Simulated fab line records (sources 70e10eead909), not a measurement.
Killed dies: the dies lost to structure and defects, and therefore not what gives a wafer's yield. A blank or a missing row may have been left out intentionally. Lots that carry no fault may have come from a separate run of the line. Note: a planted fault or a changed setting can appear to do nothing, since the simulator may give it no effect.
Chamber matching / flow nand_harc / NHARC_P_M2_PRE_CLEAN_32 on pecvd-02: 3 sister chambers
The step time 12 s. 6 wafers are shown with their chamber, then 7 later ones without.

== WAFERS, EACH WITH ITS CHAMBER ==
wafer=L074.6; chamber=0; heater_power_w (W)=667
wafer=L084.3; chamber=2; heater_power_w (W)=595
wafer=L084.5; chamber=0; heater_power_w (W)=691
wafer=L087.1; chamber=2; heater_power_w (W)=648
wafer=L093.1; chamber=1; heater_power_w (W)=636
wafer=L093.4; chamber=1; heater_power_w (W)=634

== WAFERS WHOSE CHAMBER IS MISSING ==
wafer=L093.6; heater_power_w (W)=665
wafer=L094.1; heater_power_w (W)=641
wafer=L094.2; heater_power_w (W)=732
wafer=L094.5; heater_power_w (W)=711
wafer=L096.2; heater_power_w (W)=690
wafer=L096.3; heater_power_w (W)=630
wafer=L096.4; heater_power_w (W)=625

== CHAMBER TAKEN BY EACH ==
wafer=L093.6; from the rows above=can't be placed: 0 or 1 or 2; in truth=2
wafer=L094.1; from the rows above=can't be placed: 1 or 2 or 0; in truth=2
wafer=L094.2; from the rows above=can't be placed: 0 or 1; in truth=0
wafer=L094.5; from the rows above=can't be placed: 0 or 1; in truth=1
wafer=L096.2; from the rows above=can't be placed: 0 or 1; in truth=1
wafer=L096.3; from the rows above=can't be placed: 1 or 2 or 0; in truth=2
wafer=L096.4; from the rows above=can't be placed: 2 or 1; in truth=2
Correctly placed: 0 of 7. Not placeable from these rows: 7 (in 7, the candidates include the true chamber). 0 placed wrongly.
How it was worked out, from the rows above alone: a wafer's distance from a chamber is the root of the sum, over the readings, of the square of ((its reading less the chamber's mean) divided by the reading's scatter). If the next closest chamber is less than 2 further off than the closest, the wafer can't be placed; otherwise it belongs to the closest. The mean given for a chamber averages the wafers shown for that chamber. The scatter: take each reading less its chamber's mean, square it, sum over the shown wafers, divide by the number of wafers less the number of chambers, and take the root.
